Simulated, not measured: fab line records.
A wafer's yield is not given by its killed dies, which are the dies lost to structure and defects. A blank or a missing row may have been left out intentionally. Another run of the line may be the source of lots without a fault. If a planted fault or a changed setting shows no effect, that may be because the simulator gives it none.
Which tool did it? ; flow n5-finfet ; 24 lots, 72 wafers sampled, at 5 steps of a route of 1938

WHAT EACH GAUGE READ, for each wafer
N5_BEOL_M8_THK_MEAS_53: measures by xrf.
lot;measured;on;M8_THK (nm)
L074;day 9 17:09;film-metro-02;79.4 78.0 77.7
L075;day 9 20:18;film-metro-01;78.3 79.7 80.5
L076;day 10 02:31;film-metro-02;78.3 76.7 76.6
L078;day 10 04:42;film-metro-02;79.0 79.0 79.2
L077;day 10 08:47;film-metro-01;79.2 81.4 80.0
L079;day 11 03:20;film-metro-01;79.3 79.0 79.2
L080;day 11 12:54;film-metro-02;79.1 79.7 81.0
L081;day 11 19:25;film-metro-01;81.8 82.7 80.2
L087;day 12 22:01;film-metro-02;79.8 76.9 77.0
L084;day 12 22:13;film-metro-01;79.9 80.7 80.6
L083;day 12 22:17;film-metro-02;80.2 77.8 79.5
L086;day 13 00:24;film-metro-02;80.5 79.3 79.7
L082;day 13 00:41;film-metro-02;79.5 79.5 77.5
L085;day 13 16:07;film-metro-01;82.8 81.1 81.3
L088;day 13 18:38;film-metro-01;79.7 81.7 80.7
L089;day 14 08:19;film-metro-01;76.1 77.2 77.7
L090;day 14 14:11;film-metro-02;77.2 78.3 76.6
L091;day 14 14:27;film-metro-02;81.0 79.5 77.2
L092;day 14 19:19;film-metro-02;79.7 82.0 80.0
L093;day 14 19:51;film-metro-02;78.0 78.2 78.0
L094;day 14 23:32;film-metro-02;78.4 79.7 78.2
L095;day 15 03:12;film-metro-02;77.3 77.1 78.6
L096;day 15 10:37;film-metro-02;77.6 79.3 78.6
L097;day 16 06:55;film-metro-02;78.8 79.0 78.2

N5_BEOL_M9_CD_MEAS_35: target cd 70 nm, target cd y 40 nm.
lot;measured;on;cd-nm (nm)
L074;day 9 23:23;cd-sem-03;70.4 69.8 70.5
L075;day 10 02:04;cd-sem-03;69.0 69.5 69.1
L076;day 10 06:18;cd-sem-01;69.5 69.8 70.1
L078;day 10 10:53;cd-sem-01;69.8 70.3 70.3
L077;day 10 14:07;cd-sem-02;70.2 70.6 70.9
L079;day 11 09:41;cd-sem-02;69.9 69.7 69.4
L080;day 11 18:22;cd-sem-02;68.9 69.4 69.0
L081;day 12 01:17;cd-sem-03;69.7 69.9 69.3
L087;day 13 05:57;cd-sem-02;69.6 69.5 68.6
L084;day 13 05:34;cd-sem-03;71.3 70.8 70.3
L083;day 13 05:32;cd-sem-01;69.7 71.2 70.0
L086;day 13 13:05;cd-sem-03;70.2 68.9 69.0
L082;day 13 09:31;cd-sem-02;70.2 69.5 69.6
L085;day 13 23:11;cd-sem-03;69.0 69.0 69.5
L088;day 14 02:02;cd-sem-03;69.2 70.1 69.7
L089;day 14 13:43;cd-sem-03;70.0 70.3 70.2
L090;day 14 20:19;cd-sem-02;70.0 70.7 70.4
L091;day 14 20:06;cd-sem-01;69.2 70.0 69.6
L092;day 15 01:38;cd-sem-03;69.4 69.0 69.2
L093;day 15 02:04;cd-sem-01;69.7 70.1 69.9
L094;day 15 03:46;cd-sem-02;70.6 70.7 69.3
L095;day 15 12:00;cd-sem-01;70.4 69.4 69.6
L096;day 15 17:25;cd-sem-01;69.5 69.6 70.3
L097;day 16 10:55;cd-sem-02;69.7 69.4 71.0

WHAT TOOL EACH LOT RAN ON (gives the tool, then ch and the chambers of the sampled wafers, and finally the start)
lot;N5_BEOL_M9_CURE_71;N5_BEOL_M9_PECVD_70;N5_BEOL_M9_STRIP_19
L074;uv-cure-02 ch 1, day 9 17:40;pecvd-02 ch 0,1,2, day 9 18:04;rie-diel-04 ch 1,2,3, day 9 19:58
L075;uv-cure-03 ch 0, day 9 20:39;pecvd-04 ch 1,2, day 9 21:07;rie-diel-05 ch 0,1,3, day 10 00:37
L076;uv-cure-01 ch 2, day 10 02:49;pecvd-04 ch 0,1,2, day 10 03:22;rie-diel-04 ch 1,2, day 10 05:00
L078;uv-cure-03 ch 0, day 10 05:00;pecvd-03 ch 0,1, day 10 05:33;rie-diel-05 ch 1,2,3, day 10 07:29
L077;uv-cure-03 ch 0, day 10 09:03;pecvd-02 ch 0,2, day 10 09:36;rie-diel-04 ch 0,1,2, day 10 12:18
L079;uv-cure-03 ch 2, day 11 03:37;pecvd-04 ch 0,1,2, day 11 04:10;rie-diel-05 ch 1,2, day 11 07:05
L080;uv-cure-03 ch 1, day 11 13:10;pecvd-04 ch 0,1, day 11 13:43;rie-diel-05 ch 0,2,3, day 11 17:05
L081;uv-cure-02 ch 2, day 11 19:47;pecvd-03 ch 0,2, day 11 20:16;rie-diel-04 ch 0,1,3, day 11 22:29
L087;uv-cure-01 ch 0, day 12 22:38;pecvd-04 ch 1,2, day 12 23:20;rie-diel-05 ch 1,2, day 13 00:41
L084;uv-cure-03 ch 2, day 12 22:38;pecvd-03 ch 0,1,2, day 12 23:02;rie-diel-04 ch 2,3, day 13 00:41
L083;uv-cure-02 ch 0, day 12 22:53;pecvd-03 ch 1,2, day 12 23:22;rie-diel-05 ch 1,2,3, day 13 00:55
L086;uv-cure-01 ch 1, day 13 01:09;pecvd-04 ch 0,1,2, day 13 01:43;rie-diel-05 ch 1,2,3, day 13 06:44
L082;uv-cure-03 ch 2, day 13 01:12;pecvd-02 ch 0,1,2, day 13 01:32;rie-diel-05 ch 1,2,3, day 13 06:28
L085;uv-cure-03 ch 1, day 13 17:07;pecvd-02 ch 0,2, day 13 17:35;rie-diel-05 ch 0,1, day 13 19:00
L088;uv-cure-03 ch 1, day 13 20:10;pecvd-04 ch 1,2, day 13 20:43;rie-diel-04 ch 0,2,3, day 14 00:06
L089;uv-cure-02 ch 0, day 14 08:37;pecvd-02 ch 0,1, day 14 09:10;rie-diel-04 ch 0,1,3, day 14 11:15
L090;uv-cure-02 ch 1, day 14 14:29;pecvd-02 ch 1,2, day 14 15:31;rie-diel-04 ch 0,2, day 14 18:12
L091;uv-cure-03 ch 1, day 14 14:45;pecvd-02 ch 1,2, day 14 15:18;rie-diel-03 ch 0,2,3, day 14 17:56
L092;uv-cure-03 ch 2, day 14 19:52;pecvd-04 ch 0,2, day 14 20:11;rie-diel-05 ch 2,3, day 14 21:45
L093;uv-cure-02 ch 0, day 14 20:12;pecvd-02 ch 0,1,2, day 14 20:45;rie-diel-03 ch 0,2,3, day 14 22:38
L094;uv-cure-01 ch 0, day 14 23:53;pecvd-04 ch 0,2, day 15 00:21;rie-diel-05 ch 1,2, day 15 02:40
L095;uv-cure-02 ch 2, day 15 03:40;pecvd-02 ch 0,1, day 15 04:32;rie-diel-05 ch 0,1, day 15 09:07
L096;uv-cure-03 ch 0, day 15 10:55;pecvd-03 ch 0,1,2, day 15 11:28;rie-diel-05 ch 0,1,2, day 15 14:09
L097;uv-cure-01 ch 2, day 16 07:11;pecvd-02 ch 0,1,2, day 16 07:44;rie-diel-05 ch 0,3, day 16 09:41
- N5_BEOL_M9_CURE_71: cures SiCOH lowk, time 240 s.
- N5_BEOL_M9_PECVD_70: deposits SiO2 from TEOS/O2, target thk 20 nm, time 22.7 s.
- N5_BEOL_M9_STRIP_19: strips in O2.

WHAT THE TOOLS THEMSELVES READ (means of the sampled wafers that have a number; where no wafer has one, the mark that the record gives instead)
N5_BEOL_M9_CURE_71.
lot;tool;lamp-power-pct (%);wafer_temp_C_max
L074;uv-cure-02;52.30;387.5
L075;uv-cure-03;52.26;387.3
L076;uv-cure-01;52.31;386.3
L078;uv-cure-03;52.37;386.9
L077;uv-cure-03;52.30;387.4
L079;uv-cure-03;52.28;387.7
L080;uv-cure-03;52.27;386.3
L081;uv-cure-02;52.32;385.8
L087;uv-cure-01;52.39;386.7
L084;uv-cure-03;52.29;387.6
L083;uv-cure-02;52.37;386.3
L086;uv-cure-01;52.29;386.2
L082;uv-cure-03;52.39;387.2
L085;uv-cure-03;52.34;386.5
L088;uv-cure-03;52.32;386.3
L089;uv-cure-02;52.38;386.5
L090;uv-cure-02;52.28;387.8
L091;uv-cure-03;52.34;386.3
L092;uv-cure-03;52.30;387.3
L093;uv-cure-02;52.30;386.5
L094;uv-cure-01;52.34;387.1
L095;uv-cure-02;52.34;385.8
L096;uv-cure-03;52.30;387.0
L097;uv-cure-01;52.35;386.2

N5_BEOL_M9_PECVD_70.
lot;tool;heater-power-w (W);showerhead-plenum-p-Torr (Torr);throttle-valve-pct (%)
L074;pecvd-02;782;8.78;22.2
L075;pecvd-04;652;8.69;21.1
L076;pecvd-04;703;8.77;21.2
L078;pecvd-03;817;8.76;22.3
L077;pecvd-02;771;8.77;21.6
L079;pecvd-04;740;8.75;21.2
L080;pecvd-04;743;8.76;21.6
L081;pecvd-03;695;8.78;21.4
L087;pecvd-04;706;8.70;20.8
L084;pecvd-03;759;8.77;21.8
L083;pecvd-03;830;8.77;20.9
L086;pecvd-04;722;8.76;21.1
L082;pecvd-02;750;8.79;22.2
L085;pecvd-02;791;8.74;22.4
L088;pecvd-04;685;8.70;21.0
L089;pecvd-02;802;8.75;22.9
L090;pecvd-02;713;8.79;21.5
L091;pecvd-02;840;8.78;21.8
L092;pecvd-04;689;8.76;21.2
L093;pecvd-02;779;8.77;22.3
L094;pecvd-04;677;8.77;21.2
L095;pecvd-02;861;8.78;22.8
L096;pecvd-03;717;8.79;22.0
L097;pecvd-02;791;8.78;22.5

N5_BEOL_M9_STRIP_19.
lot;tool;drypump-motor-current-A (A);oes-product-au (a.u.);rf-vpp-V (V);showerhead-plenum-p-Torr (Torr);throttle-valve-pct (%)
L074;rie-diel-04;5.2;0.84;4.0;2.15;16.61
L075;rie-diel-05;5.4;0.72;3.7;2.09;16.73
L076;rie-diel-04;5.2;0.89;3.9;2.10;16.40
L078;rie-diel-05;5.9;0.74;3.6;2.07;16.65
L077;rie-diel-04;5.3;0.82;4.2;2.12;16.56
L079;rie-diel-05;6.0;0.75;4.1;2.07;16.62
L080;rie-diel-05;5.6;0.72;3.6;2.12;16.77
L081;rie-diel-04;5.3;0.76;3.7;2.15;16.77
L087;rie-diel-05;6.0;0.74;3.8;2.06;16.64
L084;rie-diel-04;5.3;0.76;3.2;2.13;16.72
L083;rie-diel-05;5.9;0.73;3.9;2.06;16.69
L086;rie-diel-05;5.9;0.73;3.3;2.06;16.68
L082;rie-diel-05;5.9;0.72;3.4;2.06;16.69
L085;rie-diel-05;5.5;0.79;3.4;2.05;16.55
L088;rie-diel-04;5.4;0.76;3.5;2.10;16.67
L089;rie-diel-04;5.3;0.75;4.0;2.15;16.81
L090;rie-diel-04;5.4;0.81;3.1;2.05;16.49
L091;rie-diel-03;5.7;0.79;3.7;2.04;16.64
L092;rie-diel-05;6.0;0.73;3.2;2.09;16.73
L093;rie-diel-03;5.7;0.78;3.4;2.04;16.63
L094;rie-diel-05;5.9;0.71;4.0;2.02;16.64
L095;rie-diel-05;5.1;0.85;3.4;2.10;16.53
L096;rie-diel-05;5.6;0.78;3.2;2.08;16.60
L097;rie-diel-05;5.5;0.77;3.7;2.11;16.72

THE ANSWER, worked out from the rows above alone
Rule: the usual values come from the lots themselves. The widest of any qualifying gaps counts: lots, ordered by their means at a reading, are off when they make up no more than a third of the lots, leave a main group of 4 or more, and stand apart from it by 3 or more times the standard deviation of that group's means. A main group is skipped when, at the precision printed for the reading in the tables above, its means are all equal. A lot without any number at a reading at which 4 lots or more have one is off too. The other lots that the step has rows for count as sound. The gauges are gone through in route order, then the tools' own readings, and for those a lot's mean is taken as printed above. At the first step where some lot is off, the reading lying furthest off is the one used; lots without a number count as furthest.
None of the lots is off at any reading shown; this tells nothing.

WHAT THE SIMULATOR PUT IN
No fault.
